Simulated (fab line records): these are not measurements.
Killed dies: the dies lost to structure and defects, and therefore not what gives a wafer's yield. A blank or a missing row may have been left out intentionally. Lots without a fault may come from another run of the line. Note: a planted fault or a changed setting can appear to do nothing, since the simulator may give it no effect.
fab line records :: flow n5-finfet
record:
  lots: 6
  wafers: 18
  last-day: 17
route steps=1938 shown PASS1_DEP@1831 MIM_BOT@1832 MIM_TOP@1834 MIM_TOP_LITHO@1839
lots that met no fault: taken from a fault-free run of the same line
start-h: the number of hours between the record's first day and the start of the first shown wafer of the lot :: wait-h: hours from the lot's prior step to this one :: " the same as in the row above :: L1.1+2: a row that stands for several wafers :: - either no value or no given start :: * or withheld: withheld :: < > ~ a bound
route shown NAME@n: NAME is a module with steps in the file, n the number in the route of the first one :: usual: mean and standard deviation over wafers with no fault :: same: alike in all rows :: chamber/n: place in a boat :: sites: per-site readings :: _std_site: standard deviation of those values :: _edge_site: mean of outer sites minus mean of inner sites :: radius-mm: how far each site lies from the wafer's centre :: mask NAME#n: copy n :: behind: the most recent tool/chamber to have shaped the wafer :: hold: reason for holding the lot/hours on hold/outcome of the hold :: device: names the non-switching transistor (n, p or np) :: end of line: at the end of the route, the tests of the same wafers :: for a step that has no rows: nothing shown but its recipe :: killed: not the wafer's yield, but the dies lost to structure and defects at the first sort :: map: per-die view of a wafer (x killed, . not killed, _ where there is no die)
set.NAME: the setting that was run; set.NAME@STEP: the one run at that earlier step :: model.NAME: the simulator's own value behind a step, which no gauge read
lots at selected steps of the route; one table per step, one row per wafer
services: when a tool's chamber went out of use (start-h, in hours from the record's first day, below 0 if earlier), for how many hours, and the reason
== steps ==
step: N5_PASSIVATION_PECVD_00
recipe:
  material: SiO2
  target-thk-a: 2000
  temp-c: 400
  precursor: SiH4/N2O
  pressure-torr: 2.7
  rf-w: 608
  time-s: 11.2
usual:
  heater-power-w: 624/64
  showerhead-plenum-p-Torr: 8.18/0.067
  susceptor-temp-C: 399.98/0.23
  throttle-valve-pct: 52.3/2.8
lot.wafer: L214.2
tool: pecvd-01
chamber: 0
start-h: 301.94
wait-h: 0.7
heater-power-w: 537
showerhead-plenum-p-Torr: 8.18
susceptor-temp-C: 400.10
throttle-valve-pct: 51.4

lot.wafer: L214.3
tool: pecvd-01
chamber: 2
start-h: 301.94
wait-h: 0.7
heater-power-w: 570
showerhead-plenum-p-Torr: 8.06
susceptor-temp-C: 400.03
throttle-valve-pct: 49.8

lot.wafer: L214.6
tool: pecvd-01
chamber: 2
start-h: 301.94
wait-h: 0.7
heater-power-w: 586
showerhead-plenum-p-Torr: 8.04
susceptor-temp-C: 399.81
throttle-valve-pct: 49.8

lot.wafer: L215.1
tool: pecvd-02
chamber: 0
start-h: 302.90
wait-h: 0.8
heater-power-w: 583
showerhead-plenum-p-Torr: 8.25
susceptor-temp-C: 399.92
throttle-valve-pct: 55.9

lot.wafer: L215.2
tool: pecvd-02
chamber: 2
start-h: 302.90
wait-h: 0.8
heater-power-w: 700
showerhead-plenum-p-Torr: 8.11
susceptor-temp-C: 399.80
throttle-valve-pct: 52.8

lot.wafer: L215.6
tool: pecvd-02
chamber: 2
start-h: 302.90
wait-h: 0.8
heater-power-w: 704
showerhead-plenum-p-Torr: 8.10
susceptor-temp-C: 400.12
throttle-valve-pct: 52.6

lot.wafer: L219.2
tool: pecvd-02
chamber: 1
start-h: 330.98
wait-h: 0.7
heater-power-w: 661
showerhead-plenum-p-Torr: 8.08
susceptor-temp-C: 399.98
throttle-valve-pct: 51.5

lot.wafer: L219.4
tool: pecvd-02
chamber: 1
start-h: 330.98
wait-h: 0.7
heater-power-w: 675
showerhead-plenum-p-Torr: 8.08
susceptor-temp-C: 400.07
throttle-valve-pct: 51.2

lot.wafer: L219.6
tool: pecvd-02
chamber: 1
start-h: 330.98
wait-h: 0.7
heater-power-w: 683
showerhead-plenum-p-Torr: 8.08
susceptor-temp-C: 399.77
throttle-valve-pct: 51.5

lot.wafer: L221.1
tool: pecvd-02
chamber: 0
start-h: 359.55
wait-h: 0.8
heater-power-w: 517
showerhead-plenum-p-Torr: 8.26
susceptor-temp-C: 399.66
throttle-valve-pct: 55.8

lot.wafer: L221.2
tool: pecvd-02
chamber: 1
start-h: 359.55
wait-h: 0.8
heater-power-w: 702
showerhead-plenum-p-Torr: 8.09
susceptor-temp-C: 400.03
throttle-valve-pct: 51.6

lot.wafer: L221.4
tool: pecvd-02
chamber: 2
start-h: 359.55
wait-h: 0.8
heater-power-w: 661
showerhead-plenum-p-Torr: 8.10
susceptor-temp-C: 399.73
throttle-valve-pct: 53.0

lot.wafer: L227.1
tool: pecvd-02
chamber: 2
start-h: 382.11
wait-h: 0.8
heater-power-w: 661
showerhead-plenum-p-Torr: 8.12
susceptor-temp-C: 400.21
throttle-valve-pct: 53.2

lot.wafer: L227.3
tool: pecvd-02
chamber: 0
start-h: 382.11
wait-h: 0.8
heater-power-w: 475
showerhead-plenum-p-Torr: 8.21
susceptor-temp-C: 400.30
throttle-valve-pct: 55.7

lot.wafer: L227.6
tool: pecvd-02
chamber: 2
start-h: 382.11
wait-h: 0.8
heater-power-w: 678
showerhead-plenum-p-Torr: 8.10
susceptor-temp-C: 400.06
throttle-valve-pct: 53.5

lot.wafer: L230.1
tool: pecvd-03
chamber: 2
start-h: 397.08
wait-h: 0.8
heater-power-w: 718
showerhead-plenum-p-Torr: 8.19
susceptor-temp-C: 399.68
throttle-valve-pct: 48.5

lot.wafer: L230.2
tool: pecvd-03
chamber: 0
start-h: 397.08
wait-h: 0.8
heater-power-w: 656
showerhead-plenum-p-Torr: 8.27
susceptor-temp-C: 400.50
throttle-valve-pct: 51.3

lot.wafer: L230.3
tool: pecvd-03
chamber: 1
start-h: 397.08
wait-h: 0.8
heater-power-w: 641
showerhead-plenum-p-Torr: 8.20
susceptor-temp-C: 399.80
throttle-valve-pct: 54.4
step: N5_MIM_BOT_DEGAS_01
recipe:
  ambient: vacuum
  temp-c: 300
  time-s: 60
usual:
  heater-power-w: 464/31
  susceptor-temp-C: 300.01/0.19
lot.wafer: L214.2
tool: pvd-sputter-02
chamber: -
start-h: 303.51
wait-h: 1.6
heater-power-w: 471
susceptor-temp-C: 299.75

lot.wafer: L214.3
tool: pvd-sputter-02
chamber: -
start-h: 303.51
wait-h: 1.6
heater-power-w: 458
susceptor-temp-C: 300.12

lot.wafer: L214.6
tool: pvd-sputter-02
chamber: -
start-h: 303.51
wait-h: 1.6
heater-power-w: 478
susceptor-temp-C: 300.19

lot.wafer: L215.1
tool: pvd-sputter-02
chamber: -
start-h: 303.91
wait-h: 1.0
heater-power-w: 464
susceptor-temp-C: 300.05

lot.wafer: L215.2
tool: pvd-sputter-02
chamber: -
start-h: 303.91
wait-h: 1.0
heater-power-w: 512
susceptor-temp-C: 300.22

lot.wafer: L215.6
tool: pvd-sputter-02
chamber: -
start-h: 303.91
wait-h: 1.0
heater-power-w: 474
susceptor-temp-C: 299.91

lot.wafer: L219.2
tool: pvd-sputter-01
chamber: -
start-h: 331.12
wait-h: 0.1
heater-power-w: 489
susceptor-temp-C: 299.98

lot.wafer: L219.4
tool: pvd-sputter-01
chamber: -
start-h: 331.12
wait-h: 0.1
heater-power-w: 438
susceptor-temp-C: 300.36

lot.wafer: L219.6
tool: pvd-sputter-01
chamber: -
start-h: 331.12
wait-h: 0.1
heater-power-w: 470
susceptor-temp-C: 300.09

lot.wafer: L221.1
tool: pvd-sputter-01
chamber: -
start-h: 359.71
wait-h: 0.1
heater-power-w: 497
susceptor-temp-C: 299.73

lot.wafer: L221.2
tool: pvd-sputter-01
chamber: -
start-h: 359.71
wait-h: 0.1
heater-power-w: 439
susceptor-temp-C: 299.96

lot.wafer: L221.4
tool: pvd-sputter-01
chamber: -
start-h: 359.71
wait-h: 0.1
heater-power-w: 442
susceptor-temp-C: 300.18

lot.wafer: L227.1
tool: pvd-sputter-01
chamber: -
start-h: 383.53
wait-h: 1.4
heater-power-w: 439
susceptor-temp-C: 300.29

lot.wafer: L227.3
tool: pvd-sputter-01
chamber: -
start-h: 383.53
wait-h: 1.4
heater-power-w: 446
susceptor-temp-C: 299.74

lot.wafer: L227.6
tool: pvd-sputter-01
chamber: -
start-h: 383.53
wait-h: 1.4
heater-power-w: 489
susceptor-temp-C: 299.94

lot.wafer: L230.1
tool: pvd-sputter-01
chamber: -
start-h: 398.21
wait-h: 1.1
heater-power-w: 442
susceptor-temp-C: 300.05

lot.wafer: L230.2
tool: pvd-sputter-01
chamber: -
start-h: 398.21
wait-h: 1.1
heater-power-w: 435
susceptor-temp-C: 300.31

lot.wafer: L230.3
tool: pvd-sputter-01
chamber: -
start-h: 398.21
wait-h: 1.1
heater-power-w: 466
susceptor-temp-C: 299.74
step: N5_MIM_BOT_SPUTTER_00
recipe:
  material: TiN
  target-thk-a: 350
  temp-c: 200
  power-w: 3000
  chamber-pressure-pa: 0.49996
  gas: Ar
  reactive-partial-pa: 0.37997
  time-s: 89.7
step: N5_MIM_TOP_ALD_00
recipe:
  material: Al2O3
  target-thk-a: *
  temp-c: withheld
  ald-precursor-family: TMA
  ald-co-reactant: O3
  pulse-time-s: withheld
  purge-time-s: 3
  co-reactant-purge-time-s: withheld
  co-reactant-pulse-time-s: 3
  ald-cycles: withheld
usual:
  precursor-pulse-height-rel: 0.997/0.018
lot.wafer: L214.2
tool: ald-hk-02
chamber: 3
start-h: 303.65
wait-h: 0.1
precursor-pulse-height-rel: 1.011

lot.wafer: L214.3
tool: ald-hk-02
chamber: 2
start-h: 303.65
wait-h: 0.1
precursor-pulse-height-rel: 1.006

lot.wafer: L214.6
tool: ald-hk-02
chamber: 3
start-h: 303.65
wait-h: 0.1
precursor-pulse-height-rel: 1.001

lot.wafer: L215.1
tool: ald-hk-03
chamber: 3
start-h: 304.05
wait-h: 0.1
precursor-pulse-height-rel: 1.006

lot.wafer: L215.2
tool: ald-hk-03
chamber: 0
start-h: 304.05
wait-h: 0.1
precursor-pulse-height-rel: 0.987

lot.wafer: L215.6
tool: ald-hk-03
chamber: 2
start-h: 304.05
wait-h: 0.1
precursor-pulse-height-rel: 1.022

lot.wafer: L219.2
tool: ald-hk-03
chamber: 1
start-h: 331.26
wait-h: 0.1
precursor-pulse-height-rel: 1.008

lot.wafer: L219.4
tool: ald-hk-03
chamber: 0
start-h: 331.26
wait-h: 0.1
precursor-pulse-height-rel: 0.995

lot.wafer: L219.6
tool: ald-hk-03
chamber: 3
start-h: 331.26
wait-h: 0.1
precursor-pulse-height-rel: 0.985

lot.wafer: L221.1
tool: ald-hk-01
chamber: 3
start-h: 359.85
wait-h: 0.1
precursor-pulse-height-rel: 1.019

lot.wafer: L221.2
tool: ald-hk-01
chamber: 1
start-h: 359.85
wait-h: 0.1
precursor-pulse-height-rel: 0.999

lot.wafer: L221.4
tool: ald-hk-01
chamber: 0
start-h: 359.85
wait-h: 0.1
precursor-pulse-height-rel: 0.980

lot.wafer: L227.1
tool: ald-hk-01
chamber: 1
start-h: 383.67
wait-h: 0.1
precursor-pulse-height-rel: 0.970

lot.wafer: L227.3
tool: ald-hk-01
chamber: 3
start-h: 383.67
wait-h: 0.1
precursor-pulse-height-rel: 0.983

lot.wafer: L227.6
tool: ald-hk-01
chamber: 3
start-h: 383.67
wait-h: 0.1
precursor-pulse-height-rel: 1.001

lot.wafer: L230.1
tool: ald-hk-01
chamber: 0
start-h: 398.35
wait-h: 0.1
precursor-pulse-height-rel: 1.021

lot.wafer: L230.2
tool: ald-hk-01
chamber: 2
start-h: 398.35
wait-h: 0.1
precursor-pulse-height-rel: 1.016

lot.wafer: L230.3
tool: ald-hk-01
chamber: 1
start-h: 398.35
wait-h: 0.1
precursor-pulse-height-rel: 1.004
step: N5_MIM_TOP_ALD_01
recipe:
  material: HfO2
  target-thk-a: 56
  temp-c: withheld
  ald-precursor-family: Hf-amide
  ald-co-reactant: O3
  pulse-time-s: 1
  purge-time-s: 3
  co-reactant-purge-time-s: 2
  co-reactant-pulse-time-s: 3
  ald-cycles: 62
step: N5_MIM_TOP_ALD_02
recipe:
  material: Al2O3
  target-thk-a: *
  temp-c: withheld
  ald-precursor-family: TMA
  ald-co-reactant: O3
  pulse-time-s: withheld
  purge-time-s: 3
  co-reactant-purge-time-s: withheld
  co-reactant-pulse-time-s: 3
  ald-cycles: withheld
usual:
  precursor-pulse-height-rel: 0.999/0.02
lot.wafer: L214.2
tool: ald-hk-02
chamber: 3
start-h: -
wait-h: -
precursor-pulse-height-rel: 0.985

lot.wafer: L214.3
tool: ald-hk-02
chamber: 2
start-h: -
wait-h: -
precursor-pulse-height-rel: 1.008

lot.wafer: L214.6
tool: ald-hk-02
chamber: 3
start-h: -
wait-h: -
precursor-pulse-height-rel: 0.997

lot.wafer: L215.1
tool: ald-hk-03
chamber: 3
start-h: -
wait-h: -
precursor-pulse-height-rel: 1.011

lot.wafer: L215.2
tool: ald-hk-03
chamber: 0
start-h: -
wait-h: -
precursor-pulse-height-rel: 1.002

lot.wafer: L215.6
tool: ald-hk-03
chamber: 2
start-h: -
wait-h: -
precursor-pulse-height-rel: 1.017

lot.wafer: L219.2
tool: ald-hk-03
chamber: 1
start-h: -
wait-h: -
precursor-pulse-height-rel: 0.968

lot.wafer: L219.4
tool: ald-hk-03
chamber: 0
start-h: -
wait-h: -
precursor-pulse-height-rel: 1.019

lot.wafer: L219.6
tool: ald-hk-03
chamber: 3
start-h: -
wait-h: -
precursor-pulse-height-rel: 1.018

lot.wafer: L221.1
tool: ald-hk-01
chamber: 3
start-h: -
wait-h: -
precursor-pulse-height-rel: 0.983

lot.wafer: L221.2
tool: ald-hk-01
chamber: 1
start-h: -
wait-h: -
precursor-pulse-height-rel: 0.995

lot.wafer: L221.4
tool: ald-hk-01
chamber: 0
start-h: -
wait-h: -
precursor-pulse-height-rel: 0.949

lot.wafer: L227.1
tool: ald-hk-01
chamber: 1
start-h: -
wait-h: -
precursor-pulse-height-rel: 1.007

lot.wafer: L227.3
tool: ald-hk-01
chamber: 3
start-h: -
wait-h: -
precursor-pulse-height-rel: 0.999

lot.wafer: L227.6
tool: ald-hk-01
chamber: 3
start-h: -
wait-h: -
precursor-pulse-height-rel: 1.001

lot.wafer: L230.1
tool: ald-hk-01
chamber: 0
start-h: -
wait-h: -
precursor-pulse-height-rel: 0.991

lot.wafer: L230.2
tool: ald-hk-01
chamber: 2
start-h: -
wait-h: -
precursor-pulse-height-rel: 1.009

lot.wafer: L230.3
tool: ald-hk-01
chamber: 1
start-h: -
wait-h: -
precursor-pulse-height-rel: 0.972
step: N5_MIM_TOP_DEGAS_04
recipe:
  ambient: vacuum
  temp-c: 300
  time-s: 60
usual:
  heater-power-w: 463/33
  susceptor-temp-C: 300.03/0.18
lot.wafer: L214.2
tool: pvd-sputter-03
chamber: -
start-h: 304.86
wait-h: -
heater-power-w: 435
susceptor-temp-C: 300.15

lot.wafer: L214.3
tool: pvd-sputter-03
chamber: -
start-h: 304.86
wait-h: -
heater-power-w: 408
susceptor-temp-C: 300.11

lot.wafer: L214.6
tool: pvd-sputter-03
chamber: -
start-h: 304.86
wait-h: -
heater-power-w: 448
susceptor-temp-C: 299.89

lot.wafer: L215.1
tool: pvd-sputter-02
chamber: -
start-h: 309.37
wait-h: -
heater-power-w: 527
susceptor-temp-C: 300.11

lot.wafer: L215.2
tool: pvd-sputter-02
chamber: -
start-h: 309.37
wait-h: -
heater-power-w: 459
susceptor-temp-C: 299.93

lot.wafer: L215.6
tool: pvd-sputter-02
chamber: -
start-h: 309.37
wait-h: -
heater-power-w: 465
susceptor-temp-C: 299.88

lot.wafer: L219.2
tool: pvd-sputter-01
chamber: -
start-h: 333.47
wait-h: -
heater-power-w: 443
susceptor-temp-C: 300.03

lot.wafer: L219.4
tool: pvd-sputter-01
chamber: -
start-h: 333.47
wait-h: -
heater-power-w: 443
susceptor-temp-C: 300.28

lot.wafer: L219.6
tool: pvd-sputter-01
chamber: -
start-h: 333.47
wait-h: -
heater-power-w: 443
susceptor-temp-C: 300.20

lot.wafer: L221.1
tool: pvd-sputter-03
chamber: -
start-h: 360.81
wait-h: -
heater-power-w: 453
susceptor-temp-C: 299.85

lot.wafer: L221.2
tool: pvd-sputter-03
chamber: -
start-h: 360.81
wait-h: -
heater-power-w: 437
susceptor-temp-C: 300.25

lot.wafer: L221.4
tool: pvd-sputter-03
chamber: -
start-h: 360.81
wait-h: -
heater-power-w: 416
susceptor-temp-C: 299.98

lot.wafer: L227.1
tool: pvd-sputter-03
chamber: -
start-h: 384.80
wait-h: -
heater-power-w: 433
susceptor-temp-C: 300.08

lot.wafer: L227.3
tool: pvd-sputter-03
chamber: -
start-h: 384.80
wait-h: -
heater-power-w: 526
susceptor-temp-C: 299.84

lot.wafer: L227.6
tool: pvd-sputter-03
chamber: -
start-h: 384.80
wait-h: -
heater-power-w: 441
susceptor-temp-C: 300.18

lot.wafer: L230.1
tool: pvd-sputter-02
chamber: -
start-h: 399.19
wait-h: -
heater-power-w: 479
susceptor-temp-C: 300.29

lot.wafer: L230.2
tool: pvd-sputter-02
chamber: -
start-h: 399.19
wait-h: -
heater-power-w: 460
susceptor-temp-C: 299.84

lot.wafer: L230.3
tool: pvd-sputter-02
chamber: -
start-h: 399.19
wait-h: -
heater-power-w: 468
susceptor-temp-C: 299.95
step: N5_MIM_TOP_SPUTTER_03
recipe:
  material: TiN
  target-thk-a: 350
  temp-c: 200
  power-w: 3000
  chamber-pressure-pa: 0.49996
  gas: Ar
  reactive-partial-pa: 0.37997
  time-s: 89.7
step: N5_MIM_TOP_LITHO_HMDS_01
recipe:
  time-s: 60
  temp-c: 120
step: N5_MIM_TOP_LITHO_COAT_02
recipe:
  spin-rpm: *
  resist-thk-nm: *
step: N5_MIM_TOP_LITHO_EBR_04
recipe:
  solvent: PGMEA
  ebr-width-mm: 1.5
step: N5_MIM_TOP_LITHO_SOFTBAKE_03
recipe:
  temp-c: 100
  time-s: 90
step: N5_MIM_TOP_LITHO_EXPOSE_05
recipe:
  mask-id: MIM_TOP
  na: 0.55
  source-shape: conventional
  sigma-outer: 0.8
  polarization: unpolarized
  target-cd-nm: 2000
  dose-mj: 20.5
usual:
  exposure-dose-mJ-cm2: 20.494/0.023
  focus-offset-nm: 0.0/0.45
  na: 0.55/0
  stage-vel-mm-s: 500.02/0.26
lot.wafer: L214.2
tool: krf-scanner-01
chamber: -
start-h: 305.25
wait-h: -
mask: MIM_TOP#0
exposure-dose-mJ-cm2: -
focus-offset-nm: -
na: -
stage-vel-mm-s: -

lot.wafer: L214.3
tool: krf-scanner-01
chamber: -
start-h: 305.25
wait-h: -
mask: MIM_TOP#0
exposure-dose-mJ-cm2: -
focus-offset-nm: -
na: -
stage-vel-mm-s: -

lot.wafer: L214.6
tool: krf-scanner-01
chamber: -
start-h: 305.25
wait-h: -
mask: MIM_TOP#0
exposure-dose-mJ-cm2: -
focus-offset-nm: -
na: -
stage-vel-mm-s: -

lot.wafer: L215.1
tool: krf-scanner-02
chamber: -
start-h: 309.75
wait-h: -
mask: MIM_TOP#0
exposure-dose-mJ-cm2: -
focus-offset-nm: -
na: -
stage-vel-mm-s: -

lot.wafer: L215.2
tool: krf-scanner-02
chamber: -
start-h: 309.75
wait-h: -
mask: MIM_TOP#0
exposure-dose-mJ-cm2: -
focus-offset-nm: -
na: -
stage-vel-mm-s: -

lot.wafer: L215.6
tool: krf-scanner-02
chamber: -
start-h: 309.75
wait-h: -
mask: MIM_TOP#0
exposure-dose-mJ-cm2: -
focus-offset-nm: -
na: -
stage-vel-mm-s: -

lot.wafer: L219.2
tool: krf-scanner-01
chamber: 0
start-h: 333.90
wait-h: -
mask: MIM_TOP#0
exposure-dose-mJ-cm2: 20.501
focus-offset-nm: 0.1
na: 0.55
stage-vel-mm-s: 499.93

lot.wafer: L219.4
tool: krf-scanner-01
chamber: 0
start-h: 333.90
wait-h: -
mask: MIM_TOP#0
exposure-dose-mJ-cm2: 20.519
focus-offset-nm: 1.6
na: 0.55
stage-vel-mm-s: 500.12

lot.wafer: L219.6
tool: krf-scanner-01
chamber: 0
start-h: 333.90
wait-h: -
mask: MIM_TOP#0
exposure-dose-mJ-cm2: 20.486
focus-offset-nm: 0.0
na: 0.55
stage-vel-mm-s: 500.16

lot.wafer: L221.1
tool: krf-scanner-01
chamber: 0
start-h: 361.07
wait-h: -
mask: MIM_TOP#0
exposure-dose-mJ-cm2: 20.468
focus-offset-nm: 0.8
na: 0.55
stage-vel-mm-s: 500.15

lot.wafer: L221.2
tool: krf-scanner-01
chamber: 0
start-h: 361.07
wait-h: -
mask: MIM_TOP#0
exposure-dose-mJ-cm2: 20.511
focus-offset-nm: -0.5
na: 0.55
stage-vel-mm-s: 500.05

lot.wafer: L221.4
tool: krf-scanner-01
chamber: 0
start-h: 361.07
wait-h: -
mask: MIM_TOP#0
exposure-dose-mJ-cm2: 20.494
focus-offset-nm: -0.5
na: 0.55
stage-vel-mm-s: 499.85

lot.wafer: L227.1
tool: krf-scanner-01
chamber: 0
start-h: 385.05
wait-h: -
mask: MIM_TOP#0
exposure-dose-mJ-cm2: 20.508
focus-offset-nm: 0.3
na: 0.55
stage-vel-mm-s: 500.39

lot.wafer: L227.3
tool: krf-scanner-01
chamber: 0
start-h: 385.05
wait-h: -
mask: MIM_TOP#0
exposure-dose-mJ-cm2: 20.495
focus-offset-nm: -0.1
na: 0.55
stage-vel-mm-s: 500.56

lot.wafer: L227.6
tool: krf-scanner-01
chamber: 0
start-h: 385.05
wait-h: -
mask: MIM_TOP#0
exposure-dose-mJ-cm2: 20.447
focus-offset-nm: -0.2
na: 0.55
stage-vel-mm-s: 500.32

lot.wafer: L230.1
tool: krf-scanner-01
chamber: 0
start-h: 399.57
wait-h: -
mask: MIM_TOP#0
exposure-dose-mJ-cm2: 20.455
focus-offset-nm: 0.1
na: 0.55
stage-vel-mm-s: 500.07

lot.wafer: L230.2
tool: krf-scanner-01
chamber: 0
start-h: 399.57
wait-h: -
mask: MIM_TOP#0
exposure-dose-mJ-cm2: 20.481
focus-offset-nm: 0.1
na: 0.55
stage-vel-mm-s: 500.15

lot.wafer: L230.3
tool: krf-scanner-01
chamber: 0
start-h: 399.57
wait-h: -
mask: MIM_TOP#0
exposure-dose-mJ-cm2: 20.463
focus-offset-nm: 0.0
na: 0.55
stage-vel-mm-s: 499.77
step: N5_MIM_TOP_LITHO_PEB_06
recipe:
  peb-temp-c: withheld
  peb-time-s: *
== services ==
tool: ald-hk-03
chamber: -
start-h: 283.16
hours: 0.7
kind: repair

tool: krf-scanner-02
chamber: 0
start-h: 291.16
hours: -
kind: calibration

tool: krf-scanner-02
chamber: -
start-h: 292.50
hours: 1.3
kind: pm

tool: pecvd-02
chamber: 1
start-h: 315.25
hours: 3.4
kind: repair

tool: ald-hk-01
chamber: -
start-h: 324.43
hours: 0.8
kind: repair

tool: pecvd-02
chamber: 0
start-h: 324.58
hours: 5.0
kind: scheduled-down

tool: krf-scanner-01
chamber: -
start-h: 324.96
hours: 1.0
kind: pm

tool: ald-hk-02
chamber: -
start-h: 327.56
hours: 6.0
kind: pm

tool: pecvd-02
chamber: -
start-h: 328.67
hours: 1.5
kind: repair

tool: krf-scanner-02
chamber: -
start-h: 333.60
hours: 0.8
kind: pm

tool: krf-scanner-01
chamber: -
start-h: 335.96
hours: 0.8
kind: pm

tool: ald-hk-02
chamber: -
start-h: 336.01
hours: 3.2
kind: repair

tool: pecvd-03
chamber: 1
start-h: 341.51
hours: 5.2
kind: repair

tool: pvd-sputter-02
chamber: -
start-h: 357.48
hours: 4.6
kind: repair

tool: pecvd-02
chamber: 0
start-h: 359.75
hours: 7.6
kind: repair

tool: krf-scanner-01
chamber: 0
start-h: 364.19
hours: -
kind: calibration

tool: krf-scanner-02
chamber: -
start-h: 367.03
hours: 1.0
kind: pm

tool: ald-hk-01
chamber: -
start-h: 367.53
hours: 2.1
kind: repair

tool: ald-hk-01
chamber: -
start-h: 375.82
hours: 6.0
kind: pm

tool: krf-scanner-01
chamber: -
start-h: 378.70
hours: 1.8
kind: repair

tool: pecvd-02
chamber: 0
start-h: 386.26
hours: 2.1
kind: scheduled-down

tool: pecvd-02
chamber: 1
start-h: 388.39
hours: 5.0
kind: scheduled-down
== key ==
first-sign:
  step: N5_MIM_TOP_LITHO_EXPOSE_05
  reading: tool-record
  direction: missing
effect none on later readings
met-at N5_MIM_TOP_LITHO_EXPOSE_05
struck-wafers L214.2,L214.3,L214.6,L215.1,L215.2,L215.6
later-rows-left-out L214.2,L214.3,L214.6,L215.1,L215.2,L215.6
sort-left-out L214.2,L214.3,L214.6,L215.1,L215.2,L215.6
fault:
  kind: skipped-step-whole
  tool: krf-scanner-01,krf-scanner-02
  chamber: -
  onset-h: 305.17
  steps: N5_MIM_TOP_LITHO_EXPOSE_05
  scope: struck-lots-only
sort-left-out: the simulated sort isn't trusted on such a fault, so these wafers' sort isn't shown, and their yield isn't known
later-rows-left-out: the simulator's readings of these wafers behind a module that went badly wrong aren't trusted and aren't shown, but for the sort
